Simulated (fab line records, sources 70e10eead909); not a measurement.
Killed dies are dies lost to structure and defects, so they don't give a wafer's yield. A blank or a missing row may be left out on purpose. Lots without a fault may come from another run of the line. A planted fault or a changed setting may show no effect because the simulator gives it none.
Chamber matching | flow nand_harc | NHARC_A_CONTACT_DEP_29 on pecvd-01: 3 sister chambers
The step deposits SiON, target thk 70 nm. 6 wafers are shown with their chamber, then 10 later ones without.

WAFERS WITH THEIR CHAMBER
wafer  | chamber | showerhead_vpp_V (V) | heater_power_w (W)
L079.4 | 0       | 1118                 | 876
L080.4 | 2       | 1237                 | 652
L081.1 | 2       | 1262                 | 588
L081.4 | 1       | 1156                 | 766
L093.3 | 1       | 1178                 | 802
L093.4 | 0       | 1123                 | 720

WAFERS WITHOUT THEIR CHAMBER
wafer  | showerhead_vpp_V (V) | heater_power_w (W)
L093.5 | 1182                 | 778
L094.3 | 1180                 | 877
L094.4 | 1275                 | 704
L094.6 | 1194                 | 860
L091.3 | 1264                 | 719
L091.4 | 1241                 | 702
L091.5 | 1170                 | 808
L097.1 | 1294                 | 676
L097.3 | 1126                 | 840
L097.4 | 1127                 | 851

WHICH CHAMBER EACH WENT THROUGH
wafer  | from the rows above | in truth
L093.5 | 1                   | 1
L094.3 | 1                   | 1
L094.4 | 2                   | 2
L094.6 | 1                   | 1
L091.3 | 2                   | 2
L091.4 | 2                   | 2
L091.5 | 1                   | 1
L097.1 | 2                   | 2
L097.3 | 0                   | 0
L097.4 | 0                   | 0
Placed correctly: 10 of 10. Can't be placed from these rows: 0. Placed wrongly: 0.
How it was worked out, from the rows above alone: a wafer's distance from a chamber is the root of the sum, over the readings, of the square of ((its reading less the chamber's mean) divided by the reading's scatter). The wafer belongs to the nearest chamber; if the next one is less than 2 further off, it can't be placed. A chamber's mean is the mean of its shown wafers. The scatter: the root of (the sum of the squares of (reading less its chamber's mean) over the shown wafers, divided by (wafers less chambers)).
